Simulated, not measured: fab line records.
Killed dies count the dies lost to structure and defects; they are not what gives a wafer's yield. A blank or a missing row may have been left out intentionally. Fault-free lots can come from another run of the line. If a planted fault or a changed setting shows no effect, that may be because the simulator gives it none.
Matching of chambers	flow n5Finfet	4 sister chambers for N5_MOL_CONTACT_COAG_ETCH_105 on rieDiel-06
The step etches SiARC in CF4, target depth 15.6 nm, time 26 s. 8 wafers are shown with their chamber, then 9 later ones without.

EACH WAFER AND ITS CHAMBER
wafer	chamber	drypumpMotorCurrentA (A)	showerheadPlenumPTorr (Torr)
L080.3	2	4.6	2.17
L086.1	1	5.3	2.04
L087.1	3	5.6	2.11
L087.2	1	5.3	2.04
L087.5	0	5.5	2.19
L088.1	3	5.6	2.11
L088.2	0	5.4	2.19
L088.4	2	4.6	2.16

WAFERS WITHOUT THEIR CHAMBER
wafer	drypumpMotorCurrentA (A)	showerheadPlenumPTorr (Torr)
L091.3	5.3	2.03
L091.5	4.6	2.16
L091.6	5.6	2.11
L094.1	4.6	2.15
L094.4	5.4	2.18
L094.5	4.6	2.15
L096.1	5.3	2.03
L096.5	5.3	2.03
L096.6	4.6	2.15

WHICH CHAMBER EACH WENT THROUGH
wafer	from the rows above	in truth
L091.3	1	1
L091.5	2	2
L091.6	3	3
L094.1	2	2
L094.4	0	0
L094.5	2	2
L096.1	1	1
L096.5	1	1
L096.6	2	2
Placed correctly: 9 of 9. Can't be placed from these rows: 0. Wrongly placed: 0.
How it was worked out, from the rows above alone: a wafer's distance from a chamber is the root of the sum, over the readings, of the square of ((its reading less the chamber's mean) divided by the reading's scatter). If the next closest chamber is less than 2 further off than the closest, the wafer can't be placed; otherwise it belongs to the closest. For every chamber, the mean is computed from those of its wafers that are shown. How the scatter is found: for the shown wafers, subtract from each reading the mean of its chamber, square and add these, divide the total by (wafers less chambers), then take the root.
